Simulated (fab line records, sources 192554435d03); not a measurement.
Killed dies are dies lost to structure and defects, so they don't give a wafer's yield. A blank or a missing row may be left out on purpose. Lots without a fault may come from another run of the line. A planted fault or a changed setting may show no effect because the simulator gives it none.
Split-lot experiment | flow n5_finfet | 7 lots, 21 wafers read, on a route of 1938 steps

THE SPLIT
At N5_SDB_ALD_29 (deposits SiNx, target thk 30 nm, pulse time 1 s, ald cycles 600), the setting ald_cycles was moved away from the recipe's 600 on 5 of the 21 wafers read, by -4.7% to +7.8%. The other wafers ran this setting at the recipe's value.

The reading is taken at the split's own step.

THE READING
SiNx_of_SDB_ALD_29.thk_nm (the simulator's own value, which no gauge read), in nm, at N5_SDB_ALD_29 (deposits SiNx, target thk 30 nm, pulse time 1 s, ald cycles 600). The file gives no usual value for it. The 16 wafers here that ran the recipe average 30.0 nm, standard deviation 0.12 nm.

wafer  | tool, chamber at the split | ald_cycles as run | against the recipe | SiNx_of_SDB_ALD_29.thk_nm, nm | against lot-mates on the recipe
L074.4 | ald_sin-03, 3              | 600               | recipe             | 30                            | -
L074.5 | ald_sin-03, 2              | 633               | +5.5%              | 31.8                          | +1.8
L074.6 | ald_sin-03, 1              | 633               | +5.5%              | 31.6                          | +1.6
L075.3 | ald_sin-04, 2              | 572               | -4.7%              | 28.6                          | -1.4
L075.5 | ald_sin-04, 3,0            | 600               | recipe             | 30                            | -
L075.6 | ald_sin-04, 3,0            | 600               | recipe             | 30                            | -
L082.2 | ald_sin-01, 1,0            | 600               | recipe             | 30.2                          | -
L082.5 | ald_sin-01, 1,0            | 600               | recipe             | 30.2                          | -
L082.3 | ald_sin-01, 2              | 600               | recipe             | 30                            | -
L083.1 | ald_sin-03, 1,0            | 600               | recipe             | 29.8                          | -
L083.5 | ald_sin-03, 1,0            | 600               | recipe             | 29.8                          | -
L083.2 | ald_sin-03, 0              | 600               | recipe             | 30                            | -
L084.1 | ald_sin-03, 1              | 647               | +7.8%              | 32.2                          | +2.2
L084.3 | ald_sin-03, 0              | 647               | +7.8%              | 32.6                          | +2.6
L084.4 | ald_sin-03, 3              | 600               | recipe             | 30                            | -
L085.3 | ald_sin-03, 1,2,2          | 600               | recipe             | 30                            | -
L085.4 | ald_sin-03, 1,2,2          | 600               | recipe             | 30                            | -
L085.6 | ald_sin-03, 1,2,2          | 600               | recipe             | 30                            | -
L092.2 | ald_sin-01, 1              | 600               | recipe             | 30.2                          | -
L092.3 | ald_sin-01, 3              | 600               | recipe             | 29.8                          | -
L092.5 | ald_sin-01, 2              | 600               | recipe             | 30                            | -
Where a row lists several chambers, the file gives one row for several wafers and doesn't say which wafer went through which chamber.

THE FIT
A straight line over all 21 wafers: SiNx_of_SDB_ALD_29.thk_nm changes by +0.306 nm for each +1% of ald_cycles; r = +0.99; the points scatter about the line by 0.13 nm.
The same after taking each lot's own level away (the mean of its wafers on the recipe; 21 wafers): +0.306 nm for each +1%; r = +0.99; scatter 0.11 nm.
On that fit, the largest move of ald_cycles shifts the reading by 2.4 nm.
The lots' own levels span 29.87 to 30.13 nm, that is 2.2 times the standard deviation above.
So the lot-to-lot level changes the slope little: the two slopes agree.
Check: with one of the wafers moved furthest among these (+7.8%) left out of the fit, the line predicts +2.49 nm for it against its lot-mates. It came out at +2.2 nm against them.

OTHER SPLITS ON THESE WAFERS
These wafers also went through other splits before the reading. Each is held against what the fit with the lots' levels taken away leaves over:
other split on the same wafers       | wafers away from the commonest value | r with SiNx_of_SDB_ALD_29.thk_nm (lot level and that fit taken away)
N5_ZERO_LAYER_PEB_09 peb_time_s      | as run: not given for these wafers   | -
N5_ZERO_LAYER_ETCH_18 icp_w          | 4                                    | +0.17
N5_WELL_APT_PEB_23 peb_time_s        | 9                                    | +0.05
N5_WELL_APT_DESCUM_30 time_s         | 7                                    | -0.05
N5_FIN_SAQP_PEB_14 peb_time_s        | 9                                    | -0.07
N5_DUMMY_GATE_COAT_09 spin_rpm       | 6                                    | +0.06
N5_DUMMY_GATE_EXPOSE_12 dose_mj      | 4                                    | +0.31
N5_SD_EPI_P_ETCH_16 target_depth_a   | 10                                   | -0.42
N5_SD_EPI_P_EPI_21 epi_growth_time_s | 9                                    | +0.05

THE FILE'S OWN FIT
SiNx_of_SDB_ALD_29.thk_nm changes by +0.306 nm for each +1% of ald_cycles, r = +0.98.
